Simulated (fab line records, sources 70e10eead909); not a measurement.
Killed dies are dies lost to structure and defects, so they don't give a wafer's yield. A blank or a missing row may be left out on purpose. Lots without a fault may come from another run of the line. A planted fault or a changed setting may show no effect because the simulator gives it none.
Chamber matching | flow nand_harc | NHARC_A_CONTACT_DEP_24 on pecvd-01: 3 sister chambers
The step deposits SiO2, target thk 500 nm. 20 wafers are shown with their chamber, then 10 later ones without.

WAFERS WITH THEIR CHAMBER
wafer  | chamber | throttle_valve_pct (%) | heater_power_w (W)
L078.1 | 0       | 16.9                   | 489
L078.2 | 1       | 16.3                   | 466
L078.5 | 1       | 16.2                   | 492
L077.4 | 0       | 16.8                   | 473
L077.5 | 2       | 15.3                   | 569
L077.6 | 1       | 16.2                   | 577
L079.2 | 1       | 16.5                   | 457
L079.3 | 2       | 15.0                   | 556
L079.6 | 1       | 16.4                   | 502
L081.1 | 2       | 15.2                   | 488
L081.3 | 0       | 16.7                   | 499
L081.5 | 1       | 16.3                   | 580
L084.3 | 1       | 16.4                   | 550
L084.5 | 0       | 16.9                   | 514
L084.6 | 2       | 15.2                   | 510
L083.2 | 1       | 16.4                   | 555
L083.3 | 2       | 15.2                   | 587
L083.5 | 0       | 17.0                   | 447
L085.2 | 2       | 15.3                   | 455
L085.3 | 0       | 16.9                   | 423

SIGNATURES (means of the wafers above)
reading            | chamber 0 | chamber 1 | chamber 2 | scatter within a chamber
throttle_valve_pct | 16.867    | 16.337    | 15.200    | 0.106
heater_power_w     | 474.17    | 522.38    | 527.50    | 46
Rule: a wafer's distance from a chamber is the root of the sum, over the readings, of the square of ((its reading less the chamber's mean) divided by the reading's scatter). The wafer belongs to the nearest chamber; if the next one is less than 2 further off, it can't be placed. The scatter: the root of (the sum of the squares of (reading less its chamber's mean) over the shown wafers, divided by (wafers less chambers)).

WAFERS WITHOUT THEIR CHAMBER
wafer  | throttle_valve_pct (%) | heater_power_w (W)
L085.5 | 16.3                   | 596
L088.2 | 15.3                   | 582
L088.3 | 16.8                   | 452
L088.6 | 17.0                   | 483
L092.1 | 17.0                   | 491
L092.4 | 16.4                   | 542
L092.5 | 16.9                   | 501
L093.1 | 15.5                   | 545
L093.5 | 15.2                   | 454
L093.6 | 15.8                   | 563

WHICH CHAMBER EACH WENT THROUGH
wafer  | from the rows above     | in truth
L085.5 | 1                       | 1
L088.2 | 2                       | 2
L088.3 | 0                       | 0
L088.6 | 0                       | 0
L092.1 | 0                       | 0
L092.4 | 1                       | 1
L092.5 | 0                       | 0
L093.1 | 2                       | 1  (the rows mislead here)
L093.5 | 2                       | 2
L093.6 | can't be placed: 1 or 2 | 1
Placed correctly: 8 of 10. Can't be placed from these rows: 1 (the true chamber is among the candidates in 1). Placed wrongly: 1.
